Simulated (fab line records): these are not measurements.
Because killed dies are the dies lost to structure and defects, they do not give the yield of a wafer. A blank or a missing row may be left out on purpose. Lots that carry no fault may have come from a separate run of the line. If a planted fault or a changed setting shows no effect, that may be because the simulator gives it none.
Matching of chambers + flow nand_harc + NHARC_A_WL_FILL_ALD_19 on ald_metal-01: 4 sister chambers
The step deposits TiN, target thk 2 nm, pulse time 3 s, ald cycles 100. 8 wafers are shown with their chamber, then 12 later ones without.

WAFERS WITH THEIR CHAMBER
| wafer  | chamber | heater_power_w (W) | precursor_pulse_height_rel |
|--------|---------|--------------------|----------------------------|
| L088.3 | 2       | 1088               | 1.007                      |
| L088.6 | 1       | 1178               | 0.996                      |
| L092.1 | 0       | 974                | 1.000                      |
| L092.3 | 3       | 984                | 1.034                      |
| L092.6 | 3       | 943                | 1.037                      |
| L092.2 | 2       | 1096               | 1.009                      |
| L092.4 | 1       | 1170               | 0.999                      |
| L092.5 | 0       | 1002               | 0.991                      |

WAFERS WHOSE CHAMBER IS MISSING
| wafer  | heater_power_w (W) | precursor_pulse_height_rel |
|--------|--------------------|----------------------------|
| L093.1 | 958                | 1.001                      |
| L093.2 | 1153               | 0.991                      |
| L093.6 | 1193               | 1.005                      |
| L095.2 | 1008               | 0.986                      |
| L095.3 | 1114               | 0.997                      |
| L095.4 | 960                | 1.020                      |
| L095.1 | 1194               | 1.040                      |
| L095.5 | 1199               | 1.004                      |
| L095.6 | 993                | 1.029                      |
| L096.1 | 966                | 1.011                      |
| L096.2 | 1080               | 1.004                      |
| L096.3 | 1212               | 0.993                      |

WHICH CHAMBER EACH WENT THROUGH
| wafer  | from the rows above     | in truth                   |
|--------|-------------------------|----------------------------|
| L093.1 | 0                       | 0                          |
| L093.2 | 1                       | 1                          |
| L093.6 | 1                       | 1                          |
| L095.2 | 0                       | 0                          |
| L095.3 | can't be placed: 2 or 1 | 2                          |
| L095.4 | 3                       | 3                          |
| L095.1 | can't be placed: 2 or 1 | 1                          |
| L095.5 | 1                       | 1                          |
| L095.6 | 3                       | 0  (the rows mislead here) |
| L096.1 | 0                       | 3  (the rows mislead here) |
| L096.2 | 2                       | 2                          |
| L096.3 | 1                       | 1                          |
Correct placement for 8 of the 12. Not placeable from these rows: 2 (in 2, the candidates include the true chamber). Placed wrongly: 2.
How it was worked out, from the rows above alone: a wafer's distance from a chamber is the root of the sum, over the readings, of the square of ((its reading less the chamber's mean) divided by the reading's scatter). The wafer belongs to the nearest chamber; if the next one is less than 2 further off, it can't be placed. For every chamber, the mean is computed from those of its wafers that are shown. The scatter: the root of (the sum of the squares of (reading less its chamber's mean) over the shown wafers, divided by (wafers less chambers)).
